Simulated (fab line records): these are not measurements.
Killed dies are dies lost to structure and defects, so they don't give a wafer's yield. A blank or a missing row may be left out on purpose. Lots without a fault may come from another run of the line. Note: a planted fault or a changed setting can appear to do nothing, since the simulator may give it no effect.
Code-filled problem report in 8D (eight disciplines) form    flow n5-finfet    the parts of the form that need people (team, actions taken, sign-off) are left out

== 1. THE ISSUE ==
At N5_BEOL_M1_CVD_47, run-length-s averages 311.9 s over 3 wafers from 3 lots, while fault-free wafers read 247.1 s, standard deviation 0.45. That is +99 or more standard deviations from the usual mean.
The step: deposits Co from CCTBA/H2, target thk 3 nm, time 223.8 s.
The first sign was on wafer L623.6 at day 9 01:11, on cvd-co-02. The record has a number at this step for 32 wafers belonging to 11 lots. Rule for "out", or "out of limits": more than 4 standard deviations from the usual mean. All remaining wafers that have a number are taken as sound.

== 2. WHAT IT IS, WHAT IT ISN'T ==
question                     is                      is not
which readings at this step  run-length-s            -
which lots                   L623, L624, L625        L613, L614, L615, L617, L620, L631, L633, L634
which wafers of those lots   L623.6, L624.2, L625.2  L623.4, L623.5, L624.4, L624.5, L625.1
read on which tools          cvd-co-02               cvd-co-01
when                         from day 9 01:11        up to then (17 sound wafers); but 12 sound wafers of L624, L625, L631, L633, L634 came after

== 3. SUSPECTS, AND WHAT RULES EACH OUT ==
Counting: any tool at a process step up to the reading remains a suspect provided it ran every lot that is out. Sound lots after the first of them don't rule it out here, since some wafers of a struck lot are sound.
- cvd-co-02 at N5_BEOL_M1_CVD_47 (deposits Co from CCTBA/H2, target thk 3 nm, time 223.8 s): kept. It ran every lot that is out, first L623 (day 9 01:11); its last sound lot up to then is L620 (day 8 03:47). Its own readings are out on those wafers: run-length-s.
Left after counting: cvd-co-02 at N5_BEOL_M1_CVD_47.

== 4. THE CAUSE (what the simulator had put in) ==
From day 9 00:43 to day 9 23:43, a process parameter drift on cvd-co-02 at N5_BEOL_M1_CVD_47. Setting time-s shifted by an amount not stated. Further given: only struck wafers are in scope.
After counting, this tool was the only one left.

== 5. SEQUENCE OF EFFECTS, ordered by route ==
Each row: a reading whose mean over the struck wafers that have a number lies more than 3 standard deviations from the usual. Only readings for which the record gives a usual standard deviation are gone through. hours: the time from each lot's start at the first step in this table that gives one to its start at this step, as a median over the lots. sigmas: the change in usual standard deviations.
hours  step               reading       usual    on struck wafers  change  sigmas
0      N5_BEOL_M1_CVD_47  run-length-s  247.1 s  311.9             +64.8   +99 or more
It contains these process steps:
- N5_BEOL_M1_CVD_47: deposits Co from CCTBA/H2, target thk 3 nm, time 223.8 s.
Later steps that measure or inspect, where all struck wafers having a row at the step show a number for every such reading and not one has moved that far: N5_BEOL_M4_RC_MEAS_101.

== 6. HOW IT WOULD HAVE BEEN CAUGHT EARLIER ==
0 hours passed between the start of the fault at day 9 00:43 and the first reading out of limits in this record, taken at day 9 01:11.
